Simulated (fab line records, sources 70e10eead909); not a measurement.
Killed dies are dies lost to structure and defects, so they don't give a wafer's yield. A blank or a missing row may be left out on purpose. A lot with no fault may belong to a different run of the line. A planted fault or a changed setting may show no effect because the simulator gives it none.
fab line records	flow nand_harc
[record] lots = 13	wafers = 39	last_day = 24
route steps=1159 shown P_GATE@132
lots that met no fault: from a run of the same line without faults
start_h: start of the lot's first displayed wafer, in hours after the record's first day	wait_h: hours from the lot's prior step to this one	" unchanged from the row above	L1.1+2: one row covering several wafers at once	- no value, or no start was given	* or withheld: withheld	< > ~ a bound
route shown NAME@n: a module of which the file shows steps, and the number in the route of the first	usual: mean and standard deviation over wafers with no fault	same: alike in all rows	chamber/n: place in a boat	sites: per-site readings	_std_site: standard deviation of those values	_edge_site: mean of outer sites minus mean of inner sites	radius_mm: how far each site lies from the wafer's centre	mask NAME#n: copy n	behind: the most recent tool/chamber to have shaped the wafer	hold: reason for holding the lot/hours on hold/outcome of the hold	device: the transistor (n, p or np) that didn't switch	end of line: the tests these same wafers got at the end of their route	for a step that has no rows: nothing shown but its recipe	killed: count of dies lost to structure and defects at first sort (not the wafer's yield)	map: per-die view of a wafer (x killed, . not killed, _ where there is no die)
set.NAME: the setting as run; set.NAME@STEP: as run at that earlier step	model.NAME: the simulator's own value behind a step, which no gauge read
route steps across a sampled set of lots; one table per step, one row per wafer
services: the hour from which a tool's chamber was out of use, counted from the record's first day as start_h (under 0 if before that day), plus the number of hours and why
[[steps]]
[step NHARC_P_GATE_DEP_103]
[recipe] target_thk_a = 300	target_thk_nm = 30	temp_c = 400	flow_sccm = 200	rf_w = 350	material = SiON
[usual] heater_power_w = 729/65
lot.wafer	tool	chamber	start_h	wait_h	heater_power_w	since_wet_clean_h
L225.1	pecvd-01	1	95.37	0.6	781	26
L225.3	"	2	"	"	665	26
L225.6	"	2	"	"	713	-
L226.2	pecvd-04	2	101.93	0.4	672	75
L226.3	"	1	"	"	795	75
L226.4	"	1	"	"	781	-
L228.1	pecvd-03	1	109.51	0.6	642	166
L228.4	"	1	"	"	635	-
L228.5	"	2	"	"	738	-
L229.5	pecvd-01	0	117.80	0.2	735	-
L229.4	"	1	"	"	731	-
L229.6	"	2	"	"	666	-
L230.2	pecvd-04	0	123.69	0.5	597	97
L230.4	"	0	"	"	596	-
L230.5	"	0	"	"	620	-
L231.2	pecvd-03	2	132.68	0.5	752	8
L231.6	"	2	"	"	760	-
L231.5	"	1	"	"	639	-
L234.1	pecvd-01	2	145.93	0.6	713	77
L234.5	"	1	"	"	737	-
L234.6	"	0	"	"	798	-
L237.1	pecvd-01	2	162.94	0.6	661	94
L237.3	"	1	"	"	782	94
L237.5	"	1	"	"	761	-
L238.1	pecvd-01	2	163.68	0.7	690	95
L238.5	"	1	"	"	672	-
L238.4	"	2	"	"	705	-
L236.1	pecvd-01	1	164.24	0.6	649	95
L236.6	"	2	"	"	663	-
L236.5	"	0	"	"	806	-
L235.1	pecvd-03	0	164.65	0.6	765	40
L235.3	"	2	"	"	754	40
L235.5	"	0	"	"	782	-
L244.1	pecvd-01	2	204.25	0.6	719	135
L244.3	"	0	"	"	790	135
L244.6	"	0	"	"	791	-
L247.2	pecvd-01	2	224.03	0.4	722	155
L247.1	"	1	"	"	779	155
L247.5	"	2	"	"	712	-
[step NHARC_P_GATE_ETCH_114]
[recipe] target_depth_a = 300	overetch_a = 30	time_s = 16.5	ion_energy_ev = 100	cf4_flow_sccm = 80	o2_flow_sccm = 20	ar_flow_sccm = 0	rf_w = 300	bias_w = 100	chemistry = CF4/O2
[usual] drypump_motor_current_A = 6.0/0.43	oes_product_au = 1.004/0.011	rf_vpp_V = 197.0/1.1	showerhead_plenum_p_Torr = 1.29/0.039	throttle_valve_pct = 13.398/0.0097
lot.wafer	tool	chamber	start_h	wait_h	drypump_motor_current_A	oes_product_au	rf_hours_counter_h	rf_vpp_V	showerhead_plenum_p_Torr	throttle_valve_pct
L225.1	rie_diel-05	2	-	-	6.3	1.014	34	195.8	1.24	13.402
L225.3	"	3	"	"	4.8	0.999	39	196.5	1.31	13.397
L225.6	"	2	"	"	6.3	1.011	-	196.3	1.24	13.384
L226.3	rie_diel-12	3	-	-	6.3	1.026	11	196.5	1.25	13.401
L226.2	"	0	"	"	6.6	0.987	11	199.2	1.33	13.415
L226.4	"	1	"	"	5.9	1.009	11	199.1	1.32	13.395
L228.4	rie_diel-12	3	-	-	6.3	1.017	12	195.7	1.25	13.416
L228.1	"	0	"	"	6.6	0.989	13	197.5	1.33	13.401
L228.5	"	2	"	"	5.4	0.989	-	198.8	1.35	13.395
L229.4	rie_diel-05	0	-	-	5.8	0.995	-	195.9	1.27	13.389
L229.5	"	2	"	"	6.3	1.008	-	195.4	1.24	13.406
L229.6	"	3	"	"	4.8	1.005	-	198.6	1.31	13.406
L230.2	rie_diel-12	3	125.76	0.1	6.3	1.031	15	196.7	1.25	13.410
L230.4	"	1	"	"	6.0	1.014	16	197.8	1.32	13.391
L230.5	"	3	"	"	6.3	1.028	-	196.6	1.25	13.379
L231.2	rie_diel-05	2	-	-	6.3	0.990	44	196.7	1.24	13.399
L231.6	"	0	"	"	5.9	1.005	-	196.9	1.26	13.376
L231.5	"	1	"	"	6.0	1.000	-	198.0	1.30	13.387
L234.1	rie_diel-12	3	-	-	6.3	1.018	19	195.9	1.25	13.400
L234.6	"	0	"	"	6.7	1.002	-	197.6	1.33	13.386
L234.5	"	1	"	"	5.9	0.998	-	196.6	1.32	13.420
L237.1	rie_diel-12	3	-	-	6.3	1.016	24	195.9	1.25	13.408
L237.3	"	0	"	"	6.6	1.003	24	199.2	1.33	13.383
L237.5	"	0	"	"	6.6	0.991	-	197.1	1.33	13.384
L238.1	rie_diel-12	2	-	-	5.4	1.009	22	198.9	1.35	13.393
L238.4	"	2	"	"	5.4	0.998	-	197.6	1.35	13.398
L238.5	"	3	"	"	6.3	1.015	-	196.6	1.25	13.387
L236.1	rie_diel-08	3	-	-	6.0	1.004	14	197.6	1.32	13.387
L236.5	"	2	"	"	6.0	1.012	-	196.1	1.25	13.402
L236.6	"	3	"	"	6.0	1.008	-	196.6	1.32	13.417
L235.1	rie_diel-12	0	-	-	6.6	0.998	25	197.2	1.33	13.390
L235.3	"	3	"	"	6.3	1.013	25	194.7	1.25	13.383
L235.5	"	3	"	"	6.3	1.012	-	195.1	1.25	13.396
L244.3	rie_diel-08	1	-	-	6.5	0.987	16	196.9	1.26	13.380
L244.1	"	0	"	"	5.8	0.994	27	195.2	1.26	13.386
L244.6	"	2	"	"	6.0	1.001	-	195.4	1.24	13.394
L247.1	rie_diel-08	2	-	-	6.1	1.009	36	195.9	1.24	13.410
L247.2	"	0	"	"	5.8	1.007	33	195.5	1.26	13.402
L247.5	"	2	"	"	6.1	1.010	-	196.7	1.24	13.400
[step NHARC_P_GATE_STRIP_101]
[recipe] time_s = 20	o2_flow_sccm = 500	ar_flow_sccm = 0	bias_w = 0	chemistry = O2
[usual] drypump_motor_current_A = 6.0/0.52	oes_product_au = 1.005/0.011	rf_vpp_V = 57.6/0.9	showerhead_plenum_p_Torr = 3.43/0.12	throttle_valve_pct = 17.035/0.0093
lot.wafer	tool	chamber	start_h	wait_h	drypump_motor_current_A	oes_product_au	rf_hours_counter_h	rf_vpp_V	showerhead_plenum_p_Torr	throttle_valve_pct
L225.3	rie_diel-12	3	109.21	0.1	6.3	1.012	11	56.7	3.32	17.033
L225.1	"	2	"	"	5.4	0.997	9	58.8	3.56	17.033
L225.6	"	3	"	"	6.3	1.012	-	58.1	3.32	17.045
L226.3	rie_diel-05	2	113.91	0.1	6.4	1.001	40	57.0	3.29	17.044
L226.2	"	3	"	"	4.8	0.993	45	57.8	3.46	17.039
L226.4	"	3	"	"	4.8	0.989	-	58.3	3.46	17.031
L228.1	rie_diel-08	3	121.61	0.1	6.0	1.007	41	57.3	3.51	17.052
L228.4	"	0	"	"	5.8	1.017	39	58.4	3.35	17.027
L228.5	"	3	"	"	6.0	1.007	-	59.2	3.51	17.025
L229.4	rie_diel-05	1	129.64	0.1	6.0	1.002	46	57.1	3.44	17.042
L229.6	"	0	"	"	5.9	1.007	-	57.6	3.35	17.054
L229.5	"	1	"	"	6.0	1.010	-	57.3	3.44	17.030
L230.4	rie_diel-05	0	136.41	0.2	5.9	1.002	53	57.0	3.35	17.038
L230.2	"	1	"	"	6.0	1.000	49	56.2	3.44	17.017
L230.5	"	0	"	"	5.9	0.998	-	57.4	3.35	17.023
L231.2	rie_diel-05	2	144.54	0.1	6.3	1.002	47	58.3	3.29	17.033
L231.5	"	0	"	"	5.9	1.003	-	57.3	3.35	17.025
L231.6	"	1	"	"	6.0	1.005	-	57.1	3.43	17.033
L234.1	rie_diel-12	1	157.60	0.1	6.0	0.986	23	57.5	3.48	17.032
L234.5	"	3	"	"	6.3	1.019	-	57.8	3.32	17.042
L234.6	"	0	"	"	6.6	1.004	-	59.4	3.51	17.032
L238.1	rie_diel-08	3	175.69	0.1	6.0	0.998	20	58.4	3.50	17.034
L238.4	"	1	"	"	6.5	0.988	9	56.9	3.35	17.033
L238.5	"	0	"	"	5.8	1.005	-	55.4	3.34	17.043
L237.3	rie_diel-05	1	177.37	0.1	6.0	1.025	2	58.9	3.43	17.037
L237.1	"	3	"	"	4.8	1.017	2	58.1	3.45	17.040
L237.5	"	2	"	"	6.3	1.008	-	57.9	3.81	17.020
L236.1	rie_diel-05	2	178.80	0.1	6.3	1.020	2	58.3	3.81	17.030
L236.5	"	2	"	"	6.3	0.995	-	58.4	3.81	17.031
L236.6	"	3	"	"	4.8	1.018	-	57.3	3.45	17.030
L235.1	rie_diel-12	1	182.04	0.1	6.0	0.997	27	57.9	3.48	17.047
L235.3	"	3	"	"	6.3	1.015	28	58.1	3.32	17.028
L235.5	"	1	"	"	6.0	1.005	-	57.0	3.48	17.036
L244.3	rie_diel-12	3	216.04	0.1	6.3	1.011	0	55.6	3.31	17.033
L244.1	"	2	"	"	5.4	0.989	0	56.6	3.55	17.039
L244.6	"	3	"	"	6.3	1.006	-	55.5	3.31	17.055
L247.1	rie_diel-08	1	235.88	0.1	6.5	0.989	25	58.1	3.34	17.040
L247.2	"	3	"	"	6.1	1.023	42	59.0	3.48	17.022
L247.5	"	1	"	"	6.5	0.992	-	57.6	3.34	17.048
[step NHARC_P_GATE_EXPOSE_88]
[recipe] na = 0.6	target_cd_nm = 2000	dose_mj = 11.87	mask_id = P_HVN
[usual] stage_vel_mm_s = 499.94/0.25
lot.wafer	tool	chamber	start_h	wait_h	mask	stage_vel_mm_s
L225.1	krf_scanner-04	0	113.45	-	P_HVN#0	499.98
L225.3	"	0	"	"	P_HVN#0	499.94
L225.6	"	0	"	"	P_HVN#0	500.08
L226.2	krf_scanner-04	0	117.96	-	P_HVN#0	500.06
L226.3	"	0	"	"	P_HVN#0	499.71
L226.4	"	0	"	"	P_HVN#0	499.91
L228.1	krf_scanner-04	0	125.84	-	P_HVN#0	499.53
L228.4	"	0	"	"	P_HVN#0	499.91
L228.5	"	0	"	"	P_HVN#0	499.94
L229.4	krf_scanner-01	0	133.77	-	P_HVN#0	500.05
L229.5	"	0	"	"	P_HVN#0	499.69
L229.6	"	0	"	"	P_HVN#0	500.53
L230.2	krf_scanner-01	0	140.45	-	P_HVN#0	499.72
L230.4	"	0	"	"	P_HVN#0	499.74
L230.5	"	0	"	"	P_HVN#0	500.30
L231.2	krf_scanner-01	0	148.81	-	P_HVN#0	500.11
L231.5	"	0	"	"	P_HVN#0	499.80
L231.6	"	0	"	"	P_HVN#0	500.14
L234.1	krf_scanner-02	0	161.60	-	P_HVN#0	500.09
L234.5	"	0	"	"	P_HVN#0	499.90
L234.6	"	0	"	"	P_HVN#0	500.18
L238.1	krf_scanner-01	0	180.03	-	P_HVN#0	499.60
L238.4	"	0	"	"	P_HVN#0	499.52
L238.5	"	0	"	"	P_HVN#0	499.49
L237.1	krf_scanner-01	0	181.50	-	P_HVN#0	500.22
L237.3	"	0	"	"	P_HVN#0	500.07
L237.5	"	0	"	"	P_HVN#0	500.32
L236.1	krf_scanner-01	0	182.93	-	P_PSD#0	500.39
L236.5	"	0	"	"	P_PSD#0	500.24
L236.6	"	0	"	"	P_PSD#0	500.32
L235.1	krf_scanner-01	0	186.23	-	P_HVN#0	500.03
L235.3	"	0	"	"	P_HVN#0	499.88
L235.5	"	0	"	"	P_HVN#0	499.83
L244.1	krf_scanner-01	0	220.29	-	P_HVN#0	499.66
L244.3	"	0	"	"	P_HVN#0	499.92
L244.6	"	0	"	"	P_HVN#0	500.26
L247.1	krf_scanner-01	0	240.05	-	P_HVN#0	500.00
L247.2	"	0	"	"	P_HVN#0	500.07
L247.5	"	0	"	"	P_HVN#0	499.86
[step NHARC_P_GATE_CD_MEAS_91]
[recipe] target_cd_nm = 2000	landing_energy_ev = 500
[usual] cd_nm = 2000.1/2.4
[same] landing_energy_ev = 500
lot.wafer	tool	chamber	start_h	wait_h	cd_nm
L225.1	cd_sem-03	0	113.61	-	1998.2
L225.3	"	0	"	"	2002.2
L225.6	"	0	"	"	1999.1
L226.2	cd_sem-01	0	118.12	-	2000.9
L226.3	"	0	"	"	2002.5
L226.4	"	0	"	"	2000.2
L228.1	cd_sem-01	0	125.99	-	1999.3
L228.4	"	0	"	"	1995.8
L228.5	"	0	"	"	1999.7
L229.4	cd_sem-02	0	133.92	-	2003.1
L229.5	"	0	"	"	2002.9
L229.6	"	0	"	"	1999.1
L230.2	cd_sem-03	0	140.60	-	2001.6
L230.4	"	0	"	"	2001.7
L230.5	"	0	"	"	2000.1
L231.2	cd_sem-02	0	148.96	-	2004.0
L231.5	"	0	"	"	2003.0
L231.6	"	0	"	"	2005.4
L234.1	cd_sem-03	0	161.77	-	1999.8
L234.5	"	0	"	"	1998.1
L234.6	"	0	"	"	2000.4
L238.1	cd_sem-03	0	180.18	-	1998.1
L238.4	"	0	"	"	1997.4
L238.5	"	0	"	"	1998.0
L237.1	cd_sem-03	0	181.66	-	2003.9
L237.3	"	0	"	"	1999.9
L237.5	"	0	"	"	2002.6
L236.1	cd_sem-03	0	183.09	-	-
L236.5	"	0	"	"	-
L236.6	"	0	"	"	-
L235.1	cd_sem-01	0	186.39	-	2000.1
L235.3	"	0	"	"	1998.8
L235.5	"	0	"	"	2002.4
L244.1	cd_sem-03	0	220.45	-	1999.5
L244.3	"	0	"	"	1997.9
L244.6	"	0	"	"	1998.1
L247.1	cd_sem-01	0	240.21	-	2002.7
L247.2	"	0	"	"	1999.4
L247.5	"	0	"	"	2000.7
[[services]]
tool	chamber	start_h	hours	kind
rie_diel-12	2	77.45	16.1	repair
rie_diel-12	0	83.46	-	clean
krf_scanner-01	-	84.00	4.0	pm
pecvd-04	1	108.37	30.6	repair
rie_diel-05	1	111.20	11.6	repair
pecvd-03	-	111.64	13.0	pm
rie_diel-05	2	120.03	6.4	repair
rie_diel-08	0	124.58	10.8	repair
rie_diel-08	-	125.57	9.0	pm
krf_scanner-04	-	126.00	4.0	pm
rie_diel-05	2	139.06	1.9	repair
rie_diel-08	1	154.25	10.5	repair
krf_scanner-04	-	158.46	20.3	repair
rie_diel-12	1	161.78	6.8	repair
rie_diel-05	3	162.13	6.2	repair
rie_diel-05	-	163.75	9.0	pm
rie_diel-12	0	180.73	6.9	repair
krf_scanner-02	-	189.36	0.4	repair
rie_diel-08	1	192.39	5.7	repair
pecvd-04	-	195.04	13.0	pm
rie_diel-12	-	202.54	9.0	pm
krf_scanner-02	-	210.00	4.0	pm
rie_diel-12	1	232.61	3.2	repair
pecvd-01	-	237.00	13.0	pm
[[key]]
[first_sign] step = NHARC_P_GATE_EXPOSE_88	reading = mask	direction = changed
[effect] step = NHARC_P_GATE_CD_MEAS_91	reading = cd_nm	direction = missing
met_at NHARC_P_GATE_EXPOSE_88
struck_lots L236
later_rows_left_out L236.1,L236.5,L236.6
sort_left_out L236.1,L236.5,L236.6
tester_left_out L236
not_acting_at NHARC_P_GATE_DEP_103,NHARC_P_GATE_ETCH_114,NHARC_P_GATE_STRIP_101
onset_between 181.50 182.93
[fault] kind = wrong_mask	tool = any	chamber = -	onset_h = 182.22	steps = NHARC_P_GATE_EXPOSE_88	aux_copy = P_PSD#0	scope = struck_lots_only
// tester_left_out: of these lots the tester's yield and bins aren't shown, on N5 and GAA mostly nor the transistor test; their killed dies are dies lost to structure and defects alone, not to doping, threshold or leakage, so they don't give the yield
// sort_left_out: the simulated sort isn't trusted on such a fault, so these wafers' sort isn't shown, and their yield isn't known
// later_rows_left_out: the simulator's readings of these wafers behind a module that went badly wrong aren't trusted and aren't shown, but for the sort
